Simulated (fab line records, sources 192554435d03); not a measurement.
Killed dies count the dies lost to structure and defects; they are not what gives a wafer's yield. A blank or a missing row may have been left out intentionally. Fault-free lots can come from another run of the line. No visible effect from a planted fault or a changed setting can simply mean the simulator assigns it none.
A lot that was struck, set against a sound lot + flow n5Finfet + 16 steps out of a route of 1938
Sound: these wafers, L896.1, L896.3, L896.5. Struck: wafer L900.5; the same lot's L900.6 was not struck, so it is left out; see the end for the cause.
Per side, at each step with rows, come the tool, then ch with its chambers, and then its first start. Under that, the readings that differ: sound wafers + struck wafers + difference of the means + sigmas: that difference in standard deviations of wafers without a fault.
alike: same words and numbers on both sides, and readings whose means sit less than 2 such deviations apart. not compared: any withheld reading, any reading some wafer has no value for, any bound like >300 that may hide the same value, and any number with overlapping values for which the record gives no deviation.
Wherever a step has rows on one side only, a row that says differs or no value, or a row with sigmas, the two part there. Non-overlapping numbers with no deviation appear without sigmas and do not part them. A reading missing from all wafers of one side parts the sides only when that side holds two or more wafers.

first, 4 steps without rows for these wafers: N5_BEOL_M4_SOFTBAKE_23 (time 60 s); N5_BEOL_M4_EXPOSE_25 (exposes mask V3, defocus 5 nm); N5_BEOL_M4_PEB_26 (peb time 60 s); N5_BEOL_M4_DEVELOP_27 (develop time 30 s).
N5_BEOL_M4_CD_MEAS_28: target cd 26.2 nm, target cd y 24.1 nm.
  sound on cdSem-03 ch 0, day 9 13:18; struck on cdSem-03 ch 0, day 10 05:46
  alike: cdNm
N5_BEOL_M4_OVL_MEAS_29:
  sound on overlay-02 ch 0, day 9 13:20; struck on overlay-02 ch 0, day 10 05:49
  alike: V3_OVL
N5_BEOL_M4_INSPECT_30: inspects for defects (brightfield).
  sound on defectInspect-02, day 9 13:23; struck on defectInspect-02, day 10 05:52
  alike: rawDefectCount
N5_BEOL_M4_DESCUM_33: chemistry O2, time 7 s.
  sound on rieDiel-01 ch 0,1,2, day 9 13:26; struck on rieDiel-04 ch 1, day 10 05:55
| reading                  | sound          | struck | difference | sigmas |
|--------------------------|----------------|--------|------------|--------|
| drypumpMotorCurrentA (A) | 5.9 5.6 6.1    | 4.7    | -1.2       | -3     |
| oesProductAu (a.u.)      | 0.95 0.90 0.76 | 0.67   | -0.20      | -2     |
  alike: rfVppV, showerheadPlenumPTorr, throttleValvePct
  not compared: rfHoursCounterH
N5_BEOL_M4_ETCH_77: etches underlayer in N2/H2, target depth 6.5 nm, time 5.2 s.
  sound on rieDiel-01 ch 0,1,2, day 9 13:28; struck on rieDiel-04 ch 1, day 10 05:56
| reading                  | sound          | struck | difference | sigmas |
|--------------------------|----------------|--------|------------|--------|
| drypumpMotorCurrentA (A) | 5.9 5.6 6.1    | 4.7    | -1.2       | -3     |
| etchRfOnTimeS (s)        | 5.10 5.15 5.13 | 5.31   | +0.18      | +2     |
| oesProductAu (a.u.)      | 0.81 0.77 0.65 | 0.57   | -0.17      | -2     |
  alike: rfVppV, showerheadPlenumPTorr, throttleValvePct
  not compared: rfHoursCounterH
N5_BEOL_M4_ETCH_69: etches SiARC in CF4, target depth 15.6 nm, time 26 s.
  sound on rieDiel-01 ch 0,1,2, day 9 13:29; struck on rieDiel-04 ch 1, day 10 05:59
| reading                  | sound          | struck | difference | sigmas |
|--------------------------|----------------|--------|------------|--------|
| drypumpMotorCurrentA (A) | 5.9 5.6 6.1    | 4.8    | -1.1       | -2     |
| etchRfOnTimeS (s)        | 25.1 25.4 25.4 | 26.5   | +1.2       | +3     |
| oesProductAu (a.u.)      | 0.82 0.77 0.67 | 0.58   | -0.17      | -2     |
  alike: rfVppV, showerheadPlenumPTorr, throttleValvePct
  not compared: rfHoursCounterH
N5_BEOL_M4_ALD_98: deposits SiO2, target thk 2.5 nm, pulse time 1 s, co reactant pulse time 1 s.
  sound on aldSin-02 ch 0,2, day 9 13:47; struck on aldSin-01 ch 2, day 10 06:26
  alike: heaterPowerOuterW, heaterPowerW, precursorPulseHeightRel
N5_BEOL_M4_ETCHBACK_99: etches SiO2 in CHF3, target depth 5 nm, time 10.4 s.
  sound on rieDiel-04 ch 0,2, day 9 17:02; struck on rieDiel-04 ch 2, day 10 13:33
  alike: CHF3_flow_sccm, drypumpMotorCurrentA, oes_f_703_au, oesProductAu, rfVppV, showerheadPlenumPTorr, throttleValvePct
  not compared: rfHoursCounterH
N5_BEOL_M4_ETCH_70: etches SOC in N2/H2, target depth 80 nm, overetch 24 nm, time 130 s.
  sound on rieDiel-04 ch 0,2, day 9 17:05; struck on rieDiel-04 ch 2, day 10 13:37
| reading                                   | sound   | struck | difference | sigmas |
|-------------------------------------------|---------|--------|------------|--------|
| model.SiARC_of_BEOL_M4_COAT_68.thkNm (nm) | 5.6 6 6 | 2.2    | -3.7       |        |
  alike: drypumpMotorCurrentA, oesProductAu, rfVppV, showerheadPlenumPTorr, throttleValvePct
  not compared: rfHoursCounterH
then, 1 step without rows for these wafers: N5_BEOL_M4_STRIP_71 (strips in N2/H2).
N5_BEOL_M4_RC_MEAS_101:
  sound on prober-01 ch 0, day 9 22:34; struck on prober-01 ch 0, day 10 19:10
| reading       | sound       | struck | difference | sigmas |
|---------------|-------------|--------|------------|--------|
| ION_P (uA/um) | 465 469 465 | 485    | +19        | +3     |
  alike: DIBL_N, DIBL_P, IOFF_N, IOFF_P, ION_N, SS_N, SS_P, VT_N, VT_P
following that, these wafers have no rows for 1 step: N5_PASSIVATION_PROBE_49.

WHERE THEY PART
At N5_BEOL_M4_DESCUM_33 first; at N5_BEOL_M4_RC_MEAS_101 last (within this record only).

WHY: whatever the simulator had introduced
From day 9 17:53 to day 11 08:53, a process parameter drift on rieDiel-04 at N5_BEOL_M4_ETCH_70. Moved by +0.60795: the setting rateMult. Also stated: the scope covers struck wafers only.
